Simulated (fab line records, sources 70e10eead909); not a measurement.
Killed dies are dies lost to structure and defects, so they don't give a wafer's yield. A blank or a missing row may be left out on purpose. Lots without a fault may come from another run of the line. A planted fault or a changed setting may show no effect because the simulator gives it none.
Which tool did it? | flow nand_harc | 12 lots, 36 wafers sampled, at 5 steps of a route of 1302

WHAT THE GAUGES READ, wafer by wafer
NHARC_A_BONDPAD_THK_MEAS_20: measures by xrf. Usual: thk_nm 169.4 nm, standard deviation 1.7.
lot  | measured     | on            | thk_nm (nm)       | flag
L518 | day 23 08:22 | film_metro-01 | 170.4 170.4 171.2 |
L520 | day 23 23:37 | film_metro-01 | 171.0 168.6 171.8 |
L519 | day 24 04:40 | film_metro-01 | 170.1 171.0 171.0 |
L521 | day 24 05:20 | film_metro-02 | 172.3 171.5 169.9 |
L522 | day 24 07:22 | film_metro-02 | 170.0 172.1 168.4 |
L531 | day 28 07:45 | film_metro-01 | 169.6 167.1 170.5 |
L530 | day 28 16:45 | film_metro-01 | 168.7 168.4 169.5 |
L534 | day 29 14:59 | film_metro-02 | 165.9 168.3 168.4 |
L535 | day 29 16:16 | film_metro-02 | 169.1 171.1 169.8 |
L539 | day 31 10:16 | film_metro-02 | 168.0 170.0 168.6 |
L538 | day 31 11:32 | film_metro-01 | 171.6 168.6 168.7 |
L540 | day 32 00:16 | film_metro-01 | 167.7 171.6 169.1 |

NHARC_END_SORT_01. Usual: defect_limited_yield 91.0 %, standard deviation 2.8; killed_at_array 56, standard deviation 19; killed_at_other 0.6, standard deviation 1; killed_at_periphery 3.9, standard deviation 2.7; killed_dies 61, standard deviation 19; killed_open 3.3, standard deviation 1.9; killed_short 2.4, standard deviation 1.7.
lot  | measured     | on        | defect_limited_yield (%) | killed_at_array | killed_at_other | killed_at_periphery | killed_dies | killed_open | killed_short | flag
L521 | day 25 12:58 | prober-02 | 89.7 88.8 91.1           | 68 75 59        | 0 0 0           | 2 1 1               | 70 76 60    | 4 3 2       | 2 4 1        |
L522 | day 25 17:46 | prober-01 | 91.9 94.2 92.5           | 52 39 49        | 0 0 1           | 3 0 1               | 55 39 51    | 1 0 3       | 4 1 5        |
L531 | day 29 11:12 | prober-02 | 91.0 89.5 90.5           | 55 71 58        | 0 0 0           | 6 0 6               | 61 71 64    | 3 4 4       | 1 3 3        |
L530 | day 29 20:11 | prober-01 | 90.7 90.3 80.5           | 57 61 127       | 2 0 2           | 4 5 3               | 63 66 132   | 5 3 3       | 3 1 1        |
L540 | day 33 03:29 | prober-01 | 90.3 93.5 92.2           | 53 37 50        | 0 2 0           | 13 5 3              | 66 44 53    | 2 3 5       | 6 0 2        |

WHICH TOOL RAN EACH LOT (tool, then ch and the chambers of the sampled wafers, then the start)
lot  | NHARC_A_BONDPAD_STRIP_15           | NHARC_THIN_TSV_CMP_01         | NHARC_THIN_TSV_STRIP_62
L518 | rie_diel-08 ch 0,1, day 23 06:02   | cmp-02 ch 0,1,2, day 23 19:29 | plasma_asher-01 ch 0,1, day 23 23:26
L520 | rie_diel-04 ch 0,3, day 23 21:40   | cmp-04 ch 0,2,3, day 24 11:14 | plasma_asher-02 ch 0,1, day 24 15:08
L519 | rie_diel-02 ch 0,1, day 24 02:40   | cmp-04 ch 2,3, day 24 15:31   | plasma_asher-02 ch 0,1, day 24 20:02
L521 | rie_diel-02 ch 1,2,3, day 24 03:23 | cmp-04 ch 0,1,2, day 24 17:56 | plasma_asher-02 ch 0,1, day 24 21:49
L522 | rie_diel-02 ch 0,2,3, day 24 05:25 | cmp-01 ch 0,1,3, day 24 16:46 | plasma_asher-02 ch 0,1, day 24 21:05
L531 | rie_diel-02 ch 0,1,2, day 28 05:47 | cmp-02 ch 0,2,3, day 28 18:52 | plasma_asher-02 ch 0,1, day 28 22:37
L530 | rie_diel-02 ch 0,2,3, day 28 14:48 | cmp-02 ch 0,1,3, day 29 03:51 | plasma_asher-02 ch 0,1, day 29 07:44
L534 | rie_diel-02 ch 1,2, day 29 13:02   | cmp-04 ch 1,2,3, day 30 02:32 | plasma_asher-02 ch 0,1, day 30 06:26
L535 | rie_diel-02 ch 1,2, day 29 14:16   | cmp-04 ch 0,1,3, day 30 03:42 | plasma_asher-02 ch 0,1, day 30 07:30
L539 | rie_diel-04 ch 1,2,3, day 31 08:19 | cmp-04 ch 0,1,3, day 32 01:13 | plasma_asher-02 ch 0,1, day 32 05:10
L538 | rie_diel-04 ch 1,2,3, day 31 09:37 | cmp-02 ch 0,2,3, day 32 02:26 | plasma_asher-02 ch 0,1, day 32 06:20
L540 | rie_diel-04 ch 1,3, day 31 21:53   | cmp-02 ch 0,1,3, day 32 12:26 | plasma_asher-01 ch 1, day 32 16:21
- NHARC_A_BONDPAD_STRIP_15: strips in O2.
- NHARC_THIN_TSV_CMP_01: polishes.
- NHARC_THIN_TSV_STRIP_62: strips in N2/H2, time 20 s.

WHAT THE TOOLS THEMSELVES READ (means of the sampled wafers that have a number; where no wafer has one, the mark that the record gives instead)
NHARC_A_BONDPAD_STRIP_15. Usual: chamber_pressure_mTorr 60.01 mTorr, standard deviation 0.065; drypump_motor_current_A 5.9 A, standard deviation 0.32; o2_flow_sccm 499.9 sccm, standard deviation 1.6; oes_product_au 0.998 a.u., standard deviation 0.012; rf_vpp_V 58.0 V, standard deviation 0.81; showerhead_plenum_p_Torr 3.53 Torr, standard deviation 0.15; throttle_valve_pct 17.035 %, standard deviation 0.0084.
lot  | tool        | chamber_pressure_mTorr (mTorr) | drypump_motor_current_A (A) | o2_flow_sccm (sccm) | oes_product_au (a.u.) | rf_vpp_V (V) | showerhead_plenum_p_Torr (Torr) | throttle_valve_pct (%) | flag
L518 | rie_diel-08 | 60.04                          | 5.9                         | 501.8               | 1.013                 | 58.5         | 3.69                            | 17.044                 |
L520 | rie_diel-04 | 60.04                          | 5.7                         | 500.3               | 1.002                 | 58.0         | 3.56                            | 17.037                 |
L519 | rie_diel-02 | 59.96                          | 5.9                         | 499.6               | 1.005                 | 58.4         | 3.57                            | 17.033                 |
L521 | rie_diel-02 | 60.04                          | 6.0                         | 500.0               | 1.001                 | 58.0         | 3.50                            | 17.036                 |
L522 | rie_diel-02 | 60.01                          | 6.0                         | 499.3               | 0.993                 | 58.6         | 3.59                            | 17.025                 |
L531 | rie_diel-02 | 60.08                          | 5.9                         | 500.5               | 0.995                 | 58.3         | 3.48                            | 17.044                 |
L530 | rie_diel-02 | 60.06                          | 6.0                         | 499.2               | 0.992                 | 58.2         | 3.59                            | 17.038                 |
L534 | rie_diel-02 | 60.01                          | 5.9                         | 499.6               | 0.992                 | 57.8         | 3.39                            | 17.033                 |
L535 | rie_diel-02 | 60.03                          | 5.9                         | 499.9               | 0.999                 | 57.9         | 3.38                            | 17.030                 |
L539 | rie_diel-04 | 60.01                          | 5.6                         | 500.4               | 0.998                 | 58.0         | 3.41                            | 17.040                 |
L538 | rie_diel-04 | 60.03                          | 5.6                         | 500.1               | 0.997                 | 57.6         | 3.40                            | 17.037                 |
L540 | rie_diel-04 | 59.98                          | 5.2                         | 499.6               | 0.989                 | 56.8         | 3.37                            | 17.040                 |

NHARC_THIN_TSV_CMP_01. Usual: motor_current_A 11.8 A, standard deviation 1.2.
lot  | tool   | motor_current_A (A) | flag
L518 | cmp-02 | 11.7                |
L520 | cmp-04 | 13.0                |
L519 | cmp-04 | 12.4                |
L521 | cmp-04 | 12.7                |
L522 | cmp-01 | 10.8                |
L531 | cmp-02 | 11.3                |
L530 | cmp-02 | 11.2                |
L534 | cmp-04 | 12.1                |
L535 | cmp-04 | 11.7                |
L539 | cmp-04 | 12.0                |
L538 | cmp-02 | 11.5                |
L540 | cmp-02 | 11.1                |

NHARC_THIN_TSV_STRIP_62. Usual: drypump_motor_current_A 5.09 A, standard deviation 0.22; heater_power_w 345 W, standard deviation 29.
lot  | tool            | drypump_motor_current_A (A) | heater_power_w (W) | flag
L518 | plasma_asher-01 | 5.20                        | 355                |
L520 | plasma_asher-02 | 4.97                        | 339                |
L519 | plasma_asher-02 | 4.99                        | 340                |
L521 | plasma_asher-02 | 4.98                        | 336                |
L522 | plasma_asher-02 | 5.10                        | 324                |
L531 | plasma_asher-02 | 4.99                        | 346                |
L530 | plasma_asher-02 | 5.00                        | 347                |
L534 | plasma_asher-02 | 5.09                        | 334                |
L535 | plasma_asher-02 | 5.09                        | 330                |
L539 | plasma_asher-02 | 4.97                        | 347                |
L538 | plasma_asher-02 | 5.10                        | 334                |
L540 | plasma_asher-01 | 5.60                        | 392                |

THE ANSWER, worked out from the rows above alone
Rule: a lot is off if the mean of its wafers that have a number lies more than 3 standard deviations from the usual mean. A lot without any number at a reading at which 4 lots or more have one is off too. The other lots that the step has rows for count as sound. The gauges are gone through in route order, then the tools' own readings, and for those a lot's mean is taken as printed above. The first step at which some lot is off is used, and at that step the reading that is off furthest; a lot without a number counts as furthest.
No lot is off at any reading shown: from this, nothing can be told.

WHAT THE SIMULATOR HAD PUT IN
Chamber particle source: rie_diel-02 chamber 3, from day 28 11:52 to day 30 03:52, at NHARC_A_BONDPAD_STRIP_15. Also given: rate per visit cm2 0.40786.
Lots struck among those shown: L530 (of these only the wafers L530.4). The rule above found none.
